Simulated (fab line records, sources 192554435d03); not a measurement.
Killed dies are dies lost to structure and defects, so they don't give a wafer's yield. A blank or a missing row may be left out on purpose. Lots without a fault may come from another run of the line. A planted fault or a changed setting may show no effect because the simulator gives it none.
fab line records | flow n5_finfet | part 2 of 2: steps 21 to 27 of 27
record lots=5 wafers=15 last_day=18
route steps=1938 shown BEOL_M8@1350
lots that met no fault: from a run of the same line without faults
start_h: hours from the record's first day to the start of the lot's first wafer shown | wait_h: hours since the lot's step before | " the same as in the row above | L1.1+2: a row that stands for several wafers | - no value, or no start given | * or withheld: withheld | < > ~ a bound
route shown NAME@n: a module of which the file shows steps, and the number in the route of the first | usual: mean/standard deviation of fault-free wafers | same: alike in all rows | chamber/n: place in a boat | sites: the reading at each site | _std_site: their standard deviation | _edge_site: outer sites' mean less inner sites' | radius_mm: how far each site lies from the wafer's centre | mask NAME#n: copy n | behind: the tool/chamber that last shaped the wafer | hold: why the lot was held/for how many hours/how that ended | device: the transistor (n, p or np) that didn't switch | end of line: the same wafers' tests at the end of the route | a step without rows: its recipe alone | killed: dies lost to structure and defects at the first sort, not the wafer's yield | map: a wafer's dies, x killed, . not, _ none there
set.NAME: the setting as run; set.NAME@STEP: as run at that earlier step | model.NAME: the simulator's own value behind a step, which no gauge read
lots at some steps of the route; a table a step, a row a wafer
services: from which hour (start_h, from the record's first day; less than 0 if before it) a tool's chamber was out of use, for how many hours, and why
## steps
# step N5_BEOL_M8_ETCH_65
# recipe chemistry=CF4 target=SiARC target_depth_a=156 mask_material=CAR-EUV time_s=26 ion_energy_ev=80 pressure_mtorr=40 source_w=545 bias_w=36 Ar_flow_sccm=100 cf4_flow_sccm=100 ends=cleared
# usual drypump_motor_current_A=5.69/0.29 etch_rf_on_time_s=25.3/0.83 oes_product_au=0.68/0.076 rf_vpp_V=184.1/1.3 showerhead_plenum_p_Torr=2.14/0.069 throttle_valve_pct=15.72/0.21
# columns lot.wafer tool chamber start_h wait_h drypump_motor_current_A etch_rf_on_time_s oes_product_au rf_hours_counter_h rf_vpp_V showerhead_plenum_p_Torr throttle_valve_pct
L074.2 rie_diel-03 0 217.36 0.0 5.53 25.2 0.60 209 185.2 2.20 16.05
L074.4 " 1 " " 5.38 25.1 0.60 229 183.7 2.04 15.94
L074.6 " 1 " " 5.36 25.1 0.61 - 181.3 2.04 15.93
L075.1 rie_diel-05 2 221.21 0.0 5.87 24.0 0.80 31 184.0 2.11 15.86
L075.2 " 3 " " 5.27 24.0 0.80 20 182.9 2.09 15.77
L075.5 " 3 " " 5.27 24.0 0.80 - 184.3 2.10 15.77
L085.1 rie_diel-01 0 294.44 0.0 6.20 24.9 0.66 168 185.3 2.15 15.87
L085.2 " 2 " " 6.18 25.1 0.76 58 183.9 2.18 15.63
L085.4 " 2 " " 6.18 24.8 0.76 - 184.1 2.18 15.64
L089.1 rie_diel-05 0 300.98 0.0 5.80 25.6 0.61 221 184.6 2.09 15.61
L089.3 " 1 " " 5.83 25.8 0.71 81 185.4 2.19 15.48
L089.5 " 2 " " 5.84 24.6 0.76 - 183.6 2.10 15.93
L097.2 rie_diel-03 2 362.39 0.0 5.74 26.1 0.59 237 183.6 2.04 15.77
L097.3 " 1 " " 5.37 25.0 0.79 - 183.8 2.27 15.60
L097.6 " 2 " " 5.75 26.1 0.59 - 183.3 2.04 15.78
# step N5_BEOL_M8_ETCH_66
# recipe chemistry=N2/H2 target=SOC target_depth_a=800 overetch_a=160 mask_material=SiARC temp_c=40 time_s=120 ion_energy_ev=200 pressure_mtorr=30 source_w=840 bias_w=150 n2_flow_sccm=200 h2_flow_sccm=200
# usual drypump_motor_current_A=5.70/0.29 oes_product_au=0.60/0.061 rf_vpp_V=523.8/2.6 showerhead_plenum_p_Torr=2.53/0.086 throttle_valve_pct=17.88/0.24
# columns lot.wafer tool chamber start_h wait_h drypump_motor_current_A oes_product_au rf_hours_counter_h rf_vpp_V showerhead_plenum_p_Torr throttle_valve_pct
L074.2 rie_diel-03 0 217.39 0.0 5.55 0.53 209 526.9 2.61 18.21
L074.4 " 1 " " 5.38 0.53 229 519.3 2.37 17.88
L074.6 " 1 " " 5.40 0.53 - 520.5 2.37 17.86
L075.1 rie_diel-05 2 221.24 0.0 5.86 0.68 31 521.6 2.51 18.29
L075.2 " 3 " " 5.29 0.68 20 522.2 2.48 17.95
L075.5 " 3 " " 5.28 0.68 - 522.7 2.48 17.97
L085.1 rie_diel-01 0 294.47 0.0 6.23 0.58 168 523.1 2.52 17.86
L085.2 " 2 " " 6.17 0.67 58 525.6 2.57 17.74
L085.4 " 2 " " 6.17 0.66 - 525.4 2.57 17.74
L089.1 rie_diel-05 0 301.01 0.0 5.77 0.54 221 523.0 2.51 17.86
L089.3 " 1 " " 5.84 0.63 81 525.1 2.56 17.39
L089.5 " 2 " " 5.88 0.66 - 523.0 2.50 18.32
L097.2 rie_diel-03 2 362.43 0.0 5.71 0.52 237 518.8 2.41 18.01
L097.3 " 1 " " 5.39 0.69 - 528.7 2.67 17.64
L097.6 " 2 " " 5.71 0.53 - 521.4 2.41 18.02
# step N5_BEOL_M8_STRIP_69
# recipe chemistry=N2/H2 temp_c=40 n2_flow_sccm=200 h2_flow_sccm=200 rf_frequency_hz=6e+07
# columns lot.wafer tool chamber start_h wait_h
L074.2+4+6 rie_diel-03 0,1,1 217.47 0.0
L075.1+2+5 rie_diel-05 2,3,3 221.32 0.0
L085.1+2+4 rie_diel-01 0,2,2 294.55 0.0
L089.1+3+5 rie_diel-05 0,1,2 301.09 0.0
L097.2+3+6 rie_diel-03 2,1,2 362.56 0.1
# step N5_BEOL_M8_STRIP_73
# recipe chemistry=N2/H2 temp_c=40 n2_flow_sccm=200 h2_flow_sccm=200 rf_frequency_hz=6e+07
# columns lot.wafer tool chamber start_h wait_h
L074.2+4+6 rie_diel-03 0,1,1 217.48 0.0
L075.1+2+5 rie_diel-05 2,3,3 221.33 0.0
L085.1+2+4 rie_diel-01 0,2,2 294.56 0.0
L089.1+3+5 rie_diel-05 0,1,2 301.10 0.0
L097.2+3+6 rie_diel-03 2,1,2 362.57 0.0
# step N5_BEOL_M8_VIA_ETCH_34
# recipe chemistry=C4F6/O2 target=SiCOH_lowk target_depth_a=1255 mask_material=SOC taper_deg=4 time_s=50.5 ion_energy_ev=250 pressure_mtorr=30 source_w=345 bias_w=185 Ar_flow_sccm=300 C4F6_flow_sccm=10 O2_flow_sccm=10
# usual drypump_motor_current_A=5.69/0.28 oes_product_au=0.79/0.087 rf_vpp_V=664/12 showerhead_plenum_p_Torr=2.85/0.098 throttle_valve_pct=21.02/0.18
# columns lot.wafer tool chamber start_h wait_h drypump_motor_current_A oes_product_au rf_hours_counter_h rf_vpp_V showerhead_plenum_p_Torr throttle_valve_pct
L074.2 rie_diel-03 0 217.49 0.0 5.53 0.70 209 679 2.91 21.25
L074.4 " 1 " " 5.36 0.70 229 671 2.71 21.22
L074.6 " 1 " " 5.37 0.70 - 670 2.71 21.22
L075.1 rie_diel-05 2 221.34 0.0 5.87 0.93 31 664 2.78 21.16
L075.2 " 3 " " 5.28 0.92 21 662 2.77 21.01
L075.5 " 3 " " 5.27 0.93 - 662 2.76 21.02
L085.1 rie_diel-01 0 294.57 0.0 6.20 0.76 168 660 2.86 21.19
L085.2 " 2 " " 6.17 0.88 58 675 2.93 21.16
L085.4 " 2 " " 6.16 0.90 - 675 2.93 21.16
L089.1 rie_diel-05 0 301.11 0.0 5.81 0.73 221 660 2.78 20.72
L089.3 " 1 " " 5.84 0.84 81 661 2.91 20.81
L089.5 " 2 " " 5.86 0.88 - 666 2.77 21.20
L097.2 rie_diel-03 2 362.59 0.0 5.70 0.68 237 645 2.71 21.01
L097.3 " 1 " " 5.39 0.91 - 682 3.03 21.03
L097.6 " 2 " " 5.71 0.68 - 643 2.71 21.00
# step N5_BEOL_M8_STRIP_76
# recipe chemistry=C4F6/O2 resist=SiARC rf_frequency_hz=6e+07
# columns lot.wafer tool chamber start_h wait_h
L074.2+4+6 rie_diel-03 0,1,1 217.53 0.0
L075.1+2+5 rie_diel-05 2,3,3 221.38 0.0
L085.1+2+4 rie_diel-01 0,2,2 294.61 0.0
L089.1+3+5 rie_diel-05 0,1,2 301.16 0.0
L097.2+3+6 rie_diel-03 2,1,2 362.65 0.0
# step N5_BEOL_M8_STRIP_36
# recipe chemistry=N2/H2 power_w=450 temp_c=40 pressure_mtorr=20 rf_frequency_hz=6e+07 overash_fraction=0.3 bias_power_w=7 h2_frac=0.5 n2_flow_sccm=200 h2_flow_sccm=200
# usual drypump_motor_current_A=5.70/0.29 oes_product_au=0.79/0.087 rf_vpp_V=58.9/1.5 showerhead_plenum_p_Torr=2.53/0.086 throttle_valve_pct=23.7/0.32
# same overash_fraction=0.3
# columns lot.wafer tool chamber start_h wait_h drypump_motor_current_A oes_product_au rf_hours_counter_h rf_vpp_V showerhead_plenum_p_Torr throttle_valve_pct
L074.2 rie_diel-03 0 217.54 0.0 5.56 0.69 209 58.0 2.61 24.0
L074.4 " 1 " " 5.36 0.71 229 56.7 2.37 23.5
L074.6 " 1 " " 5.39 0.69 - 56.3 2.37 23.5
L075.1 rie_diel-05 2 221.39 0.0 5.85 0.91 31 57.5 2.50 24.5
L075.2 " 3 " " 5.28 0.93 21 62.7 2.47 23.9
L075.5 " 3 " " 5.28 0.92 - 60.7 2.47 23.8
L085.1 rie_diel-01 0 294.62 0.0 6.22 0.74 168 60.2 2.51 23.6
L085.2 " 2 " " 6.18 0.90 58 57.3 2.56 23.6
L085.4 " 2 " " 6.18 0.88 - 56.8 2.56 23.6
L089.1 rie_diel-05 0 301.17 0.0 5.78 0.72 221 60.4 2.50 23.5
L089.3 " 1 " " 5.86 0.85 81 57.2 2.55 23.0
L089.5 " 2 " " 5.85 0.86 - 57.8 2.49 24.5
L097.2 rie_diel-03 2 362.66 0.0 5.76 0.69 237 60.8 2.41 23.9
L097.3 " 1 " " 5.39 0.89 - 58.5 2.66 23.5
L097.6 " 2 " " 5.76 0.68 - 57.1 2.41 23.9
## services
# columns tool chamber start_h hours kind
euv_scanner-02 - 190.18 1.0 pm
euv_scanner-01 - 191.48 1.0 pm
rie_metal-03 1 200.76 2.8 repair
euv_scanner-02 - 219.64 13.5 repair
euv_scanner-02 - 246.33 1.0 pm
euv_scanner-01 - 247.63 1.0 pm
rie_diel-03 - 253.52 0.4 repair
euv_scanner-02 - 260.00 5.8 pm
rie_diel-05 0 265.47 8.7 repair
rie_diel-05 2 279.25 2.4 repair
rie_diel-05 0 287.52 1.8 repair
rie_diel-01 3 288.67 23.6 repair
rie_diel-05 1 290.79 6.3 repair
rie_diel-03 0 293.22 10.1 repair
euv_scanner-02 - 295.00 4.6 pm
euv_scanner-02 - 302.48 1.0 pm
euv_scanner-02 - 311.04 0.2 repair
rie_diel-01 0 317.16 9.8 repair
rie_diel-05 1 317.84 8.7 repair
euv_scanner-02 - 323.15 1.7 repair
rie_diel-03 0 336.21 4.9 repair
rie_diel-01 - 349.21 14.6 pm
euv_scanner-02 - 358.63 1.0 pm
rie_diel-03 3 359.58 7.1 repair
